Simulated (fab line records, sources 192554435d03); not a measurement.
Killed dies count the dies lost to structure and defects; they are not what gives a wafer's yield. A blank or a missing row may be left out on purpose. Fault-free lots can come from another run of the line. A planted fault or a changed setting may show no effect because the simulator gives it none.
fab line records	flow n5_finfet
record lots=9	wafers=27	last_day=24
route steps=1938 shown DUMMY_REMOVAL@381 HKMG_FIN@388 BEOL_M4@1111
lots that met no fault: taken from a fault-free run of the same line
start_h: hours from the record's opening day to when the first of the lot's shown wafers began	wait_h: how many hours have passed since the lot's step before this one	" repeats the value in the row above	L1.1+2: several wafers, shown together as one row	- either no value or no given start	* or withheld: withheld	< > ~ a bound
route shown NAME@n: NAME is a module with steps in the file, n the number in the route of the first one	usual: mean/standard deviation of fault-free wafers	same: alike in all rows	chamber/n: place in a boat	sites: readings site by site	_std_site: how widely they spread, as a standard deviation	_edge_site: outer sites' mean less inner sites'	radius_mm: for every site, how far away it sits from the centre of the wafer	mask NAME#n: copy n	behind: the tool/chamber that last shaped the wafer	hold: what put the lot on hold/how long, in hours/how the hold closed	device: the n, p or np transistor that did not switch	end of line: the tests these same wafers got at the end of their route	step lacking rows: just its recipe	killed: dies that structure and defects cost at the first sort, which is not the same as the wafer's yield	map: dies across one wafer; x = killed, . = not, _ = none there
set.NAME: the run value of the setting; set.NAME@STEP: its run value at that earlier step	model.NAME: the simulator's own value behind a step, which no gauge read
the route's steps for a sample of lots (tables are steps, rows are wafers)
services: when a tool's chamber went out of use (start_h, in hours from the record's first day, below 0 if earlier), for how many hours, and the reason
## steps
# step N5_DUMMY_REMOVAL_INSPECT_06
# recipe inspect_instrument=brightfield	mode=aei
# usual raw_defect_count=12/6
lot.wafer	tool	chamber	start_h	wait_h	raw_defect_count
L213.1	defect_inspect-01	-	77.81	0.0	10
L213.4	"	-	"	"	10
L213.6	"	-	"	"	13
L214.2	defect_inspect-01	-	81.91	0.0	7
L214.4	"	-	"	"	24
L214.6	"	-	"	"	14
L216.2	defect_inspect-02	-	93.71	0.0	18
L216.4	"	-	"	"	7
L216.6	"	-	"	"	7
L220.1	defect_inspect-02	-	117.25	0.0	7
L220.5	"	-	"	"	11
L220.6	"	-	"	"	2
L222.1	defect_inspect-01	-	130.76	0.0	10
L222.2	"	-	"	"	6
L222.3	"	-	"	"	15
L228.2	defect_inspect-02	-	166.55	0.0	6
L228.5	"	-	"	"	3
L228.6	"	-	"	"	1
L230.2	defect_inspect-01	-	188.16	0.0	10
L230.3	"	-	"	"	14
L230.4	"	-	"	"	12
L233.4	defect_inspect-02	-	197.77	0.0	10
L233.5	"	-	"	"	19
L233.6	"	-	"	"	6
L234.1	defect_inspect-01	-	205.58	0.0	7
L234.2	"	-	"	"	9
L234.6	"	-	"	"	9
# step N5_HKMG_FIN_ALD_74
# recipe material=La2O3	target_thk_a=5	temp_c=250	ald_precursor_family=La-Cp	ald_co_reactant=O3	pulse_time_s=6	co_reactant_pulse_time_s=1	purge_time_s=3	co_reactant_purge_time_s=3
# usual heater_power_w=330/37	precursor_pulse_height_rel=0.999/0.018	susceptor_temp_C=250.00/0.18
lot.wafer	tool	chamber	start_h	wait_h	heater_power_w	precursor_pulse_height_rel	susceptor_temp_C
L213.1	ald_hk-03	1	78.81	0.2	285	1.015	250.18
L213.4	"	3	"	"	321	1.026	250.20
L213.6	"	3	"	"	325	0.974	250.18
L214.2	ald_hk-01	2	82.67	0.2	297	1.027	250.05
L214.4	"	0	"	"	305	0.995	249.90
L214.6	"	3	"	"	393	1.007	250.16
L216.2	ald_hk-02	2	94.48	0.2	385	1.015	249.87
L216.4	"	3	"	"	300	1.013	250.06
L216.6	"	2	"	"	381	1.026	250.12
L220.1	ald_hk-02	0	118.07	0.2	334	1.011	249.76
L220.5	"	3	"	"	299	0.973	249.74
L220.6	"	0	"	"	332	0.963	249.69
L222.1	ald_hk-01	2	131.60	0.2	301	1.025	250.17
L222.2	"	0	"	"	305	0.972	250.26
L222.3	"	1	"	"	329	1.025	250.05
L228.2	ald_hk-02	3	167.74	0.2	297	1.016	249.68
L228.5	"	2	"	"	383	1.005	250.06
L228.6	"	3	"	"	298	1.002	249.67
L230.2	ald_hk-02	3	188.94	0.2	297	1.001	250.31
L230.3	"	2	"	"	386	1.022	249.61
L230.4	"	0	"	"	329	0.958	250.00
L233.4	ald_hk-02	0	199.40	0.1	345	1.012	249.82
L233.5	"	0	"	"	329	0.970	250.18
L233.6	"	1	"	"	333	1.026	250.02
L234.1	ald_hk-02	2	206.35	0.2	382	0.982	250.11
L234.2	"	1	"	"	325	1.020	249.86
L234.6	"	2	"	"	371	0.998	250.07
# step N5_HKMG_FIN_ALD_36
# recipe material=TiN	target_thk_a=10	temp_c=400	ald_precursor_family=TiCl4	ald_co_reactant=NH3	pulse_time_s=1	purge_time_s=3	co_reactant_purge_time_s=2	co_reactant_pulse_time_s=2	ald_cycles=47	pressure_torr=3
# usual heater_power_w=832/69	precursor_pulse_height_rel=1.000/0.019	susceptor_temp_C=399.98/0.21
lot.wafer	tool	chamber	start_h	wait_h	heater_power_w	precursor_pulse_height_rel	susceptor_temp_C
L213.1	ald_metal-01	1	81.60	0.0	859	0.989	400.25
L213.4	"	2	"	"	874	1.003	399.73
L213.6	"	1	"	"	847	1.016	400.07
L214.2	ald_metal-04	0	85.60	0.0	697	0.960	399.65
L214.4	"	3	"	"	859	0.999	400.33
L214.6	"	0	"	"	679	0.949	399.84
L216.2	ald_metal-04	0	97.67	0.0	674	1.023	400.00
L216.4	"	2	"	"	819	0.977	400.09
L216.6	"	2	"	"	844	1.006	399.91
L220.1	ald_metal-04	2	120.85	0.0	811	1.010	399.91
L220.5	"	3	"	"	842	1.035	399.86
L220.6	"	2	"	"	823	1.004	400.20
L222.1	ald_metal-04	3	134.68	0.0	841	1.031	400.07
L222.2	"	2	"	"	818	0.996	399.84
L222.3	"	0	"	"	691	1.016	399.94
L228.2	ald_metal-01	2	170.61	0.0	882	1.020	400.28
L228.5	"	1	"	"	873	0.984	399.81
L228.6	"	2	"	"	875	0.995	400.24
L230.2	ald_metal-04	3	191.59	0.0	902	1.016	412.31
L230.3	"	2	"	"	864	0.988	411.84
L230.4	"	1	"	"	860	0.950	411.69
L233.4	ald_metal-04	0	202.46	0.0	738	1.001	411.83
L233.5	"	2	"	"	927	1.015	412.32
L233.6	"	3	"	"	920	0.966	412.51
L234.1	ald_metal-01	3	209.36	0.0	953	1.017	399.72
L234.2	"	1	"	"	846	1.014	400.02
L234.6	"	2	"	"	906	0.982	399.56
# step N5_HKMG_FIN_ETCH_31
# recipe chemistry=CF4	target=SiARC	target_depth_a=455	mask_material=CAR-ArF	time_s=75.8	ion_energy_ev=80	pressure_mtorr=40	source_w=545	bias_w=36	Ar_flow_sccm=100	cf4_flow_sccm=100	ends=cleared
# usual cf4_flow_sccm=100.0/0.32	chamber_pressure_mTorr=40.00/0.034	drypump_motor_current_A=5.8/0.41	etch_rf_on_time_s=76.5/2	oes_product_au=0.65/0.064	rf_fwd_power_W=539.3/2.4	rf_vpp_V=183.9/1.3	showerhead_plenum_p_Torr=2.14/0.077	throttle_valve_pct=15.68/0.25
lot.wafer	tool	chamber	start_h	wait_h	cf4_flow_sccm	chamber_pressure_mTorr	drypump_motor_current_A	etch_rf_on_time_s	oes_product_au	rf_fwd_power_W	rf_hours_counter_h	rf_vpp_V	showerhead_plenum_p_Torr	throttle_valve_pct
L213.1	rie_diel-03	0	82.88	0.0	100.1	39.99	6.1	78.0	0.65	539.9	112	184.2	2.15	15.75
L213.4	"	1	"	"	99.9	40.01	5.4	75.0	0.69	536.7	126	186.4	2.24	15.38
L213.6	"	1	"	"	100.1	39.99	5.4	74.9	0.68	536.6	-	185.6	2.24	15.37
L214.2	rie_diel-06	3	86.75	0.0	99.9	40.01	6.0	75.5	0.70	537.6	97	182.0	2.01	15.67
L214.4	"	2	"	"	99.9	40.02	5.1	77.9	0.66	541.4	137	185.0	2.15	15.91
L214.6	"	1	"	"	100.0	40.01	6.1	78.8	0.59	537.8	-	183.8	2.12	15.94
L216.2	rie_diel-02	1	98.95	0.0	99.5	40.04	6.2	79.5	0.74	538.6	18	185.8	2.26	15.16
L216.4	"	3	"	"	99.8	39.96	5.2	77.5	0.59	536.2	-	184.6	2.20	15.90
L216.6	"	1	"	"	100.1	39.98	6.2	79.0	0.75	537.5	-	186.0	2.26	15.16
L220.1	rie_diel-06	3	122.20	0.0	100.2	40.08	6.0	75.9	0.68	537.9	109	182.9	2.01	15.69
L220.5	"	1	"	"	100.4	40.07	6.1	79.6	0.58	542.2	-	184.5	2.11	15.97
L220.6	"	2	"	"	100.1	40.07	5.1	77.5	0.65	544.8	-	183.4	2.15	15.94
L222.1	rie_diel-02	1	135.98	0.0	99.6	40.04	6.2	78.5	0.73	540.6	29	185.3	2.26	15.17
L222.2	"	2	"	"	99.4	40.00	5.7	76.5	0.57	540.8	238	185.2	2.20	16.00
L222.3	"	2	"	"	99.4	40.01	5.7	75.9	0.57	542.1	-	185.1	2.20	15.99
L228.2	rie_diel-02	1	172.66	0.0	100.0	39.94	6.1	78.3	0.71	541.8	49	184.4	2.25	15.20
L228.5	"	3	"	"	100.0	40.04	5.2	73.7	0.82	536.3	-	185.9	2.20	15.41
L228.6	"	0	"	"	100.2	39.99	6.5	78.4	0.76	539.5	-	184.0	2.19	15.58
L230.2	rie_diel-03	2	193.38	0.0	99.8	39.98	5.9	74.6	0.63	537.1	192	183.2	2.04	15.53
L230.3	"	3	"	"	99.8	40.03	6.0	73.7	0.60	540.3	224	182.0	2.05	15.83
L230.4	"	0	"	"	100.5	40.02	6.1	76.2	0.63	542.8	151	183.0	2.13	15.81
L233.4	rie_diel-03	2	203.90	0.0	99.4	40.00	5.9	74.8	0.62	537.7	198	183.6	2.04	15.54
L233.5	"	2	"	"	100.1	39.95	5.9	76.4	0.62	535.7	-	182.5	2.04	15.52
L233.6	"	1	"	"	99.6	39.98	5.4	74.0	0.65	537.3	-	183.9	2.22	15.46
L234.1	rie_diel-03	3	210.64	0.0	100.0	40.01	6.0	75.3	0.59	539.3	232	183.0	2.04	15.85
L234.2	"	0	"	"	99.9	40.01	6.1	77.6	0.62	541.0	159	182.7	2.13	15.83
L234.6	"	2	"	"	100.0	40.00	5.9	75.5	0.62	537.8	-	182.8	2.04	15.56
# step N5_BEOL_M4_RC_MEAS_101
# usual DIBL_N=35.8/1.6	DIBL_P=35.6/2	IOFF_N=0.15/0.031	IOFF_P=0.20/0.033	ION_N=668/12	ION_P=459/6.8	SS_N=71.4/0.53	SS_P=73.1/0.63	VT_N=250/3.5	VT_P=-251/3
lot.wafer	tool	chamber	start_h	wait_h	DIBL_N[mV/V]	DIBL_P[mV/V]	IOFF_N[nA/um]	IOFF_P[nA/um]	ION_N[uA/um]	ION_P[uA/um]	SS_N[mV/dec]	SS_P[mV/dec]	VT_N[mV]	VT_P[mV]
L213.1	prober-01	0	306.28	0.1	34.5	34.8	0.12	0.19	645	443	70.6	73.0	255	-254
L213.4	"	0	"	"	35.5	36.2	0.15	0.21	676	459	71.5	72.9	250	-250
L213.6	"	0	"	"	36.9	37.5	0.17	0.24	672	464	71.9	73.6	248	-250
L216.2	prober-01	0	316.64	0.2	33.3	32.8	0.11	0.16	662	455	71.1	72.4	254	-253
L216.4	"	0	"	"	34.9	34.0	0.13	0.17	662	452	71.9	72.8	253	-253
L216.6	"	0	"	"	34.7	33.7	0.12	0.18	667	458	71.4	73.2	253	-254
L222.1	prober-01	0	332.49	0.0	34.4	34.3	0.13	0.19	660	462	70.7	73.0	252	-249
L222.2	"	0	"	"	33.6	33.3	0.11	0.17	649	458	70.8	72.6	255	-253
L222.3	"	0	"	"	34.4	34.1	0.13	0.18	650	454	70.7	72.7	252	-253
L214.2	prober-01	0	371.60	0.2	35.1	33.8	0.14	0.18	665	460	70.7	72.5	251	-252
L214.4	"	0	"	"	35.5	34.0	0.16	0.19	670	458	71.3	72.5	248	-252
L214.6	"	0	"	"	35.7	34.8	0.15	0.19	668	456	70.7	72.8	248	-250
L220.1	prober-01	0	390.94	0.0	36.9	37.6	0.16	0.21	680	470	71.3	73.9	251	-251
L220.5	"	0	"	"	35.9	36.5	0.14	0.19	666	454	71.4	73.9	252	-253
L220.6	"	0	"	"	35.8	36.0	0.15	0.19	677	464	71.4	73.5	252	-252
L228.2	prober-01	0	404.51	0.2	37.5	37.2	0.17	0.22	679	461	71.5	73.1	246	-253
L228.5	"	0	"	"	35.6	34.8	0.14	0.19	659	454	71.2	73.4	251	-250
L228.6	"	0	"	"	36.9	36.1	0.16	0.21	680	462	71.5	73.6	249	-251
L230.2	prober-02	0	435.75	0.2	34.3	35.4	0.14	0.19	674	465	70.5	72.9	250	-253
L230.3	"	0	"	"	36.0	37.6	0.17	0.21	679	465	71.3	73.1	246	-249
L230.4	"	0	"	"	39.0	40.7	0.25	0.29	691	469	72.0	73.1	243	-247
L233.4	prober-01	0	436.59	0.5	37.5	36.4	0.16	0.22	662	457	71.3	73.1	249	-247
L233.5	"	0	"	"	35.8	35.5	0.14	0.21	659	465	70.8	73.3	252	-249
L233.6	"	0	"	"	38.9	38.6	0.19	0.26	670	462	71.8	73.6	248	-245
L234.1	prober-02	0	461.43	0.0	35.9	35.3	0.15	0.19	686	472	71.0	72.7	247	-250
L234.2	"	0	"	"	35.6	34.6	0.13	0.19	659	458	71.7	72.8	251	-251
L234.6	"	0	"	"	33.5	32.1	0.10	0.15	648	450	71.4	72.0	256	-255
## services
tool	chamber	start_h	hours	kind
rie_diel-06	2	75.00	5.8	repair
rie_diel-02	-	76.12	2.8	pm
rie_diel-02	1	91.09	4.2	repair
rie_diel-02	0	111.44	-	clean
rie_diel-02	0	111.44	-	consumable_replace:focus_ring
rie_diel-02	0	111.44	20.4	scheduled_down
rie_diel-02	0	111.44	20.4	vent_cycle
ald_metal-01	0	127.67	11.9	repair
ald_hk-03	-	131.08	6.0	pm
rie_diel-02	3	131.82	-	clean
rie_diel-02	3	131.82	-	consumable_replace:focus_ring
rie_diel-02	3	131.82	32.8	scheduled_down
rie_diel-02	3	131.82	32.8	vent_cycle
ald_metal-01	-	133.35	2.8	pm
rie_diel-02	0	135.23	8.0	repair
rie_diel-06	2	137.78	10.1	repair
rie_diel-02	2	164.65	-	clean
rie_diel-02	2	164.65	-	consumable_replace:focus_ring
rie_diel-02	2	164.65	19.8	scheduled_down
rie_diel-02	2	164.65	19.8	vent_cycle
rie_diel-06	1	178.68	8.3	repair
rie_diel-06	0	190.59	13.1	repair
ald_metal-04	2	196.58	-	calibration
ald_hk-01	-	201.25	0.6	repair
## key
first_sign step=N5_HKMG_FIN_ALD_36	reading=susceptor_temp_C	direction=up	sigmas=57	usual=*	struck=*
effect none on later readings
met_at N5_HKMG_FIN_ALD_36
struck_lots L230,L233
not_acting_at N5_DUMMY_REMOVAL_INSPECT_06,N5_HKMG_FIN_ALD_74,N5_HKMG_FIN_ETCH_31
onset_between 134.68 191.59
fault kind=process_parameter_drift	tool=ald_metal-04	chamber=-	onset_h=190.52	steps=N5_HKMG_FIN_ALD_36	channel=temp_c	offset=*	shape=step	end_h=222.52	acts_in=*	stated=*
